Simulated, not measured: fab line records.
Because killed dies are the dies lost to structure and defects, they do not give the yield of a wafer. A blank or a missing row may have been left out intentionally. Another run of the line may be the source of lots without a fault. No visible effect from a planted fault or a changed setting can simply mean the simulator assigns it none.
fab line records + flow n5Finfet + part 2 of 2: steps 18 to 23 of 23
[record]
- lots = 5
- wafers = 15
- lastDay = 18
route steps=1938 shown GATE_CUT@482
lots that met no fault: from a run of the same line without faults
startH: hours from the record's first day to the start of the lot's first wafer shown + waitH: time in hours since the lot's previous step + " same as the row above + L1.1+2: a single row standing in for several wafers + - no value, or no start given + * or withheld: withheld + < > ~ a bound
route shown NAME@n: a module of which the file shows steps, and the number in the route of the first + usual: mean/standard deviation of fault-free wafers + same: alike in all rows + chamber/n: place in a boat + sites: per-site readings + _std_site: the standard deviation of these + _edge_site: the outer-site mean with the inner-site mean subtracted + radiusMm: for every site, how far away it sits from the centre of the wafer + mask NAME#n: copy n + behind: the most recent tool/chamber to have shaped the wafer + hold: why the lot went on hold/how many hours it stayed there/how the hold came to an end + device: names the non-switching transistor (n, p or np) + end of line: the tests these same wafers got at the end of their route + a step without rows: its recipe alone + killed: at the first sort, the dies lost to defects and structure; wafer yield is something else + map: a wafer's dies, x killed, . not, _ none there
set.NAME: setting as actually run; set.NAME@STEP: the setting as run at that earlier step + model.NAME: the simulator's own value behind a step, which no gauge read
lots at some steps of the route; a table a step, a row a wafer
services: the hour from which a tool's chamber was out of use, counted from the record's first day as startH (under 0 if before that day), plus the number of hours and why
[[steps]]
[step N5_GATE_CUT_ETCH_19]
[recipe]
- chemistry = CH3F/O2
- target = SiNx
- maskMaterial = SiO2
- targetDepthA = 537
- timeS = 76.7
- pressureMtorr = 30
- sourceW = 395
- biasW = 73
- Ar_flow_sccm = 150
- CH3F_flow_sccm = 30
- O2_flow_sccm = 20
- ionEnergyEv = 120
- ends = cleared
[usual]
- CH3F_flow_sccm = 30.00/0.09
- drypumpMotorCurrentA = 5.6/0.43
- etchRfOnTimeS = 76.8/1.5
- oes_f_703_au = 0.78/0.072
- oes_o_777_au = 0.78/0.07
- oesProductAu = 0.66/0.065
- rfVppV = 298/4.9
- showerheadPlenumPTorr = 2.00/0.058
- throttleValvePct = 16.38/0.22
| lot.wafer | tool       | chamber | startH | waitH | CH3F_flow_sccm | drypumpMotorCurrentA | etchRfOnTimeS | oes_f_703_au | oes_o_777_au | oesProductAu | rfHoursCounterH | rfVppV | showerheadPlenumPTorr | throttleValvePct |
|-----------|------------|---------|--------|-------|----------------|----------------------|---------------|--------------|--------------|--------------|-----------------|--------|-----------------------|------------------|
| L075.3    | rieDiel-06 | 3       | 90.20  | 0.0   | 29.99          | 5.6                  | 80.1          | 0.74         | 0.73         | 0.62         | 158             | 296    | 2.08                  | 16.44            |
| L075.4    | "          | 0       | "      | "     | 29.98          | 5.1                  | 76.2          | 0.79         | 0.79         | 0.70         | 86              | 305    | 1.95                  | 16.56            |
| L075.5    | "          | 2       | "      | "     | 29.99          | 5.6                  | 77.9          | 0.79         | 0.78         | 0.64         | -               | 296    | 2.10                  | 16.39            |
| L078.2    | rieDiel-02 | 1       | 106.51 | 0.0   | 29.87          | 5.7                  | 77.3          | 0.87         | 0.87         | 0.76         | 22              | 290    | 1.95                  | 16.26            |
| L078.4    | "          | 0       | "      | "     | 29.91          | 5.1                  | 77.8          | 0.72         | 0.72         | 0.62         | 174             | 301    | 2.09                  | 16.71            |
| L078.6    | "          | 2       | "      | "     | 30.08          | 6.0                  | 75.1          | 0.82         | 0.82         | 0.67         | -               | 296    | 2.00                  | 16.24            |
| L080.1    | rieDiel-02 | 0       | 123.76 | 0.0   | 30.20          | 5.1                  | 78.1          | 0.72         | 0.72         | 0.61         | 176             | 302    | 2.09                  | 16.73            |
| L080.3    | "          | 3       | "      | "     | 30.02          | 5.7                  | 75.3          | 0.70         | 0.67         | 0.58         | 243             | 294    | 1.95                  | 16.52            |
| L080.4    | "          | 1       | "      | "     | 29.85          | 5.6                  | 78.4          | 0.86         | 0.86         | 0.75         | 27              | 290    | 1.94                  | 16.26            |
| L086.3    | rieDiel-05 | 2       | 155.02 | 0.0   | 29.97          | 6.2                  | 75.9          | 0.85         | 0.85         | 0.73         | 53              | 307    | 2.03                  | 16.00            |
| L086.5    | "          | 3       | "      | "     | 29.88          | 5.1                  | 78.5          | 0.68         | 0.69         | 0.58         | -               | 298    | 1.99                  | 16.68            |
| L086.6    | "          | 2       | "      | "     | 30.03          | 6.2                  | 75.5          | 0.86         | 0.86         | 0.74         | -               | 306    | 2.03                  | 16.00            |
| L092.1    | rieDiel-02 | 0       | 191.48 | 0.0   | 29.90          | 5.1                  | 78.7          | 0.70         | 0.71         | 0.59         | 200             | 300    | 2.08                  | 16.76            |
| L092.2    | "          | 1       | "      | "     | 30.14          | 5.7                  | 77.6          | 0.82         | 0.82         | 0.72         | 50              | 291    | 1.94                  | 16.32            |
| L092.3    | "          | 2       | "      | "     | 30.10          | 6.1                  | 75.9          | 0.79         | 0.79         | 0.65         | 162             | 297    | 1.99                  | 16.31            |
[step N5_GATE_CUT_CUT_ETCH_53]
[recipe]
- chemistry = SF6/Cl2
- target = W
- maskMaterial = SiO2
- targetDepthA = 792
- pressureMtorr = 8
- icpW = 900
- biasW = 80
- SF6_flow_sccm = 40
- Cl2_flow_sccm = 60
- ends = cleared
[usual]
- drypumpMotorCurrentA = 5.4/0.5
- etchRfOnTimeS = 25.9/0.59
- oesProductAu = 0.64/0.08
- throttleValvePct = 28.68/0.23
| lot.wafer | tool        | chamber | startH | waitH | drypumpMotorCurrentA | etchRfOnTimeS | oesProductAu | rfHoursCounterH | throttleValvePct |
|-----------|-------------|---------|--------|-------|----------------------|---------------|--------------|-----------------|------------------|
| L075.3    | rieMetal-01 | 0       | 90.33  | 0.1   | 4.8                  | 25.6          | 0.58         | -               | 28.49            |
| L075.4    | "           | 1       | "      | "     | 5.8                  | 24.8          | 0.79         | -               | 28.86            |
| L075.5    | "           | 0       | "      | "     | 4.8                  | 25.7          | 0.57         | -               | 28.47            |
| L078.2    | rieMetal-03 | 0       | 106.62 | 0.1   | 6.2                  | 27.2          | 0.63         | 70              | 29.17            |
| L078.4    | "           | 0       | "      | "     | 6.1                  | 27.3          | 0.64         | -               | 29.18            |
| L078.6    | "           | 1       | "      | "     | 4.9                  | 26.4          | 0.57         | -               | 28.42            |
| L080.1    | rieMetal-01 | 1       | 123.86 | 0.1   | 5.9                  | 25.4          | 0.77         | 22              | 28.85            |
| L080.3    | "           | 1       | "      | "     | 5.9                  | 25.3          | 0.77         | -               | 28.86            |
| L080.4    | "           | 0       | "      | "     | 4.8                  | 26.1          | 0.57         | -               | 28.49            |
| L086.3    | rieMetal-02 | 0       | 155.15 | 0.1   | 5.7                  | 26.4          | 0.60         | -               | 28.67            |
| L086.5    | "           | 1       | "      | "     | 5.5                  | 26.3          | 0.67         | -               | 28.56            |
| L086.6    | "           | 0       | "      | "     | 5.7                  | 26.4          | 0.60         | -               | 28.67            |
| L092.1    | rieMetal-02 | 1       | 191.58 | 0.1   | 5.4                  | 26.2          | 0.67         | 52              | 28.56            |
| L092.2    | "           | 0       | "      | "     | 5.8                  | 25.9          | 0.60         | 99              | 28.67            |
| L092.3    | "           | 1       | "      | "     | 5.4                  | 26.3          | 0.67         | -               | 28.54            |
[step N5_GATE_CUT_CUT_ETCH_54]
[recipe]
- chemistry = Cl2/BCl3
- target = TiN
- maskMaterial = SiO2
- targetDepthA = 967
- pressureMtorr = 10
- icpW = 1000
- biasW = 126
- Cl2_flow_sccm = 53.25
- bcl3FlowSccm = 21.75
- Ar_flow_sccm = 25
- ends = cleared
[usual]
- drypumpMotorCurrentA = 5.4/0.5
- etchRfOnTimeS = 36.3/0.88
- oesProductAu = 0.64/0.08
- throttleValvePct = 22.09/0.16
| lot.wafer | tool        | chamber | startH | waitH | drypumpMotorCurrentA | etchRfOnTimeS | oesProductAu | rfHoursCounterH | throttleValvePct |
|-----------|-------------|---------|--------|-------|----------------------|---------------|--------------|-----------------|------------------|
| L075.3    | rieMetal-01 | 0       | 90.39  | 0.0   | 4.8                  | 36.3          | 0.57         | -               | 21.97            |
| L075.4    | "           | 1       | "      | "     | 5.9                  | 35.1          | 0.79         | -               | 22.09            |
| L075.5    | "           | 0       | "      | "     | 4.7                  | 36.3          | 0.57         | -               | 21.99            |
| L078.2    | rieMetal-03 | 0       | 106.68 | 0.0   | 6.1                  | 37.9          | 0.63         | 70              | 22.52            |
| L078.4    | "           | 0       | "      | "     | 6.1                  | 37.9          | 0.63         | -               | 22.53            |
| L078.6    | "           | 1       | "      | "     | 4.9                  | 36.7          | 0.57         | -               | 22.01            |
| L080.1    | rieMetal-01 | 1       | 123.92 | 0.0   | 5.9                  | 35.3          | 0.78         | 22              | 22.11            |
| L080.3    | "           | 1       | "      | "     | 5.8                  | 35.0          | 0.77         | -               | 22.10            |
| L080.4    | "           | 0       | "      | "     | 4.7                  | 36.2          | 0.56         | -               | 21.98            |
| L086.3    | rieMetal-02 | 0       | 155.21 | 0.0   | 5.8                  | 36.7          | 0.60         | -               | 22.09            |
| L086.5    | "           | 1       | "      | "     | 5.5                  | 36.6          | 0.67         | -               | 21.98            |
| L086.6    | "           | 0       | "      | "     | 5.7                  | 36.2          | 0.60         | -               | 22.08            |
| L092.1    | rieMetal-02 | 1       | 191.66 | 0.1   | 5.4                  | 36.5          | 0.68         | 52              | 21.96            |
| L092.2    | "           | 0       | "      | "     | 5.8                  | 36.5          | 0.60         | 99              | 22.08            |
| L092.3    | "           | 1       | "      | "     | 5.4                  | 36.5          | 0.67         | -               | 21.98            |
[step N5_GATE_CUT_CUT_ETCH_55]
[recipe]
- chemistry = BCl3
- target = HfO2
- maskMaterial = SiO2
- targetDepthA = 32
- ionEnergyEv = 30
- pressureMtorr = 5
- icpW = 450
- biasW = 18
- bcl3FlowSccm = 80
[usual]
- drypumpMotorCurrentA = 5.4/0.5
- oesProductAu = 0.70/0.086
- throttleValvePct = 32.8/0.5
| lot.wafer | tool        | chamber | startH | waitH | drypumpMotorCurrentA | oesProductAu | rfHoursCounterH | throttleValvePct |
|-----------|-------------|---------|--------|-------|----------------------|--------------|-----------------|------------------|
| L075.3    | rieMetal-01 | 0       | 90.44  | 0.0   | 4.7                  | 0.63         | -               | 32.4             |
| L075.4    | "           | 1       | "      | "     | 5.8                  | 0.87         | -               | 33.5             |
| L075.5    | "           | 0       | "      | "     | 4.8                  | 0.62         | -               | 32.5             |
| L078.2    | rieMetal-03 | 0       | 106.74 | 0.0   | 6.1                  | 0.71         | 70              | 33.7             |
| L078.4    | "           | 0       | "      | "     | 6.1                  | 0.72         | -               | 33.7             |
| L078.6    | "           | 1       | "      | "     | 4.9                  | 0.63         | -               | 32.3             |
| L080.1    | rieMetal-01 | 1       | 123.98 | 0.0   | 5.9                  | 0.85         | 22              | 33.5             |
| L080.3    | "           | 1       | "      | "     | 5.9                  | 0.84         | -               | 33.5             |
| L080.4    | "           | 0       | "      | "     | 4.8                  | 0.62         | -               | 32.5             |
| L086.3    | rieMetal-02 | 0       | 155.26 | 0.0   | 5.8                  | 0.67         | -               | 32.8             |
| L086.5    | "           | 1       | "      | "     | 5.4                  | 0.75         | -               | 32.5             |
| L086.6    | "           | 0       | "      | "     | 5.7                  | 0.67         | -               | 32.8             |
| L092.1    | rieMetal-02 | 1       | 191.74 | 0.1   | 5.4                  | 0.75         | 52              | 32.5             |
| L092.2    | "           | 0       | "      | "     | 5.8                  | 0.66         | 99              | 32.8             |
| L092.3    | "           | 1       | "      | "     | 5.5                  | 0.76         | -               | 32.5             |
[step N5_GATE_CUT_ETCH_47]
[recipe]
- chemistry = Cl2/BCl3
- target = SiO2
- targetDepthA = 100
- pressureMtorr = 10
- icpW = 1000
- biasW = 126
- Cl2_flow_sccm = 53.25
- bcl3FlowSccm = 21.75
- Ar_flow_sccm = 25
[usual]
- drypumpMotorCurrentA = 5.4/0.5
- oesProductAu = 0.70/0.086
- throttleValvePct = 22.63/0.16
| lot.wafer | tool        | chamber | startH | waitH | drypumpMotorCurrentA | oesProductAu | rfHoursCounterH | throttleValvePct |
|-----------|-------------|---------|--------|-------|----------------------|--------------|-----------------|------------------|
| L075.3    | rieMetal-01 | 0       | 90.47  | 0.0   | 4.8                  | 0.62         | -               | 22.51            |
| L075.4    | "           | 1       | "      | "     | 5.8                  | 0.86         | -               | 22.69            |
| L075.5    | "           | 0       | "      | "     | 4.8                  | 0.62         | -               | 22.52            |
| L078.2    | rieMetal-03 | 0       | 106.77 | 0.0   | 6.1                  | 0.71         | 70              | 23.04            |
| L078.4    | "           | 0       | "      | "     | 6.2                  | 0.72         | -               | 23.05            |
| L078.6    | "           | 1       | "      | "     | 4.9                  | 0.63         | -               | 22.53            |
| L080.1    | rieMetal-01 | 1       | 124.01 | 0.0   | 5.9                  | 0.84         | 22              | 22.69            |
| L080.3    | "           | 1       | "      | "     | 5.9                  | 0.84         | -               | 22.68            |
| L080.4    | "           | 0       | "      | "     | 4.8                  | 0.62         | -               | 22.51            |
| L086.3    | rieMetal-02 | 0       | 155.29 | 0.0   | 5.8                  | 0.66         | -               | 22.64            |
| L086.5    | "           | 1       | "      | "     | 5.5                  | 0.75         | -               | 22.51            |
| L086.6    | "           | 0       | "      | "     | 5.8                  | 0.66         | -               | 22.62            |
| L092.1    | rieMetal-02 | 1       | 191.78 | 0.0   | 5.5                  | 0.75         | 52              | 22.50            |
| L092.2    | "           | 0       | "      | "     | 5.8                  | 0.66         | 99              | 22.63            |
| L092.3    | "           | 1       | "      | "     | 5.5                  | 0.74         | -               | 22.54            |
[step N5_GATE_CUT_VAPOR_ETCH_48]
[recipe]
- chemistry = BCl3/Cl2
- target = TiN
- mode = isotropic
[usual]
- drypumpMotorCurrentA = 5.4/0.5
- oesProductAu = 0.70/0.085
| lot.wafer | tool        | chamber | startH | waitH | drypumpMotorCurrentA | oesProductAu |
|-----------|-------------|---------|--------|-------|----------------------|--------------|
| L075.3    | rieMetal-01 | 0       | 90.50  | 0.0   | 4.7                  | 0.63         |
| L075.4    | "           | 1       | "      | "     | 5.9                  | 0.86         |
| L075.5    | "           | 0       | "      | "     | 4.8                  | 0.62         |
| L078.2    | rieMetal-03 | 0       | 106.80 | 0.0   | 6.2                  | 0.72         |
| L078.4    | "           | 0       | "      | "     | 6.2                  | 0.72         |
| L078.6    | "           | 1       | "      | "     | 4.9                  | 0.62         |
| L080.1    | rieMetal-01 | 1       | 124.04 | 0.0   | 5.9                  | 0.83         |
| L080.3    | "           | 1       | "      | "     | 5.9                  | 0.84         |
| L080.4    | "           | 0       | "      | "     | 4.8                  | 0.61         |
| L086.3    | rieMetal-02 | 0       | 155.32 | 0.0   | 5.8                  | 0.67         |
| L086.5    | "           | 1       | "      | "     | 5.5                  | 0.74         |
| L086.6    | "           | 0       | "      | "     | 5.8                  | 0.67         |
| L092.1    | rieMetal-02 | 1       | 191.82 | 0.0   | 5.5                  | 0.75         |
| L092.2    | "           | 0       | "      | "     | 5.8                  | 0.67         |
| L092.3    | "           | 1       | "      | "     | 5.5                  | 0.75         |
[[services]]
| tool          | chamber | startH | hours | kind                        |
|---------------|---------|--------|-------|-----------------------------|
| rieMetal-01   | 1       | 72.14  | 4.7   | repair                      |
| euvScanner-02 | -       | 75.22  | 1.0   | pm                          |
| euvScanner-01 | -       | 90.47  | 1.0   | pm                          |
| lithoTrack-03 | -       | 91.63  | -     | consumableReplace:filter    |
| rieMetal-03   | 1       | 93.27  | 4.2   | repair                      |
| rieDiel-06    | -       | 95.50  | 1.1   | repair                      |
| rieDiel-02    | 0       | 110.40 | 10.7  | repair                      |
| euvScanner-02 | -       | 131.37 | 1.0   | pm                          |
| rieDiel-02    | -       | 134.86 | 0.7   | repair                      |
| rieMetal-03   | 1       | 139.92 | 7.6   | repair                      |
| rieMetal-03   | 0       | 143.97 | 12.3  | repair                      |
| euvScanner-01 | -       | 146.62 | 1.0   | pm                          |
| rieDiel-02    | 3       | 147.66 | -     | clean                       |
| rieDiel-02    | 3       | 147.66 | -     | consumableReplace:focusRing |
| rieDiel-02    | 3       | 147.66 | 33.6  | scheduledDown               |
| rieDiel-02    | 3       | 147.66 | 33.6  | ventCycle                   |
| euvScanner-02 | -       | 147.81 | 3.5   | repair                      |
| lithoTrack-03 | -       | 170.32 | -     | consumableReplace:filter    |
| euvScanner-02 | -       | 187.52 | 1.0   | pm                          |
| rieMetal-01   | -       | 188.36 | 28.1  | pm                          |
| euvScanner-02 | -       | 190.04 | 4.6   | pm                          |
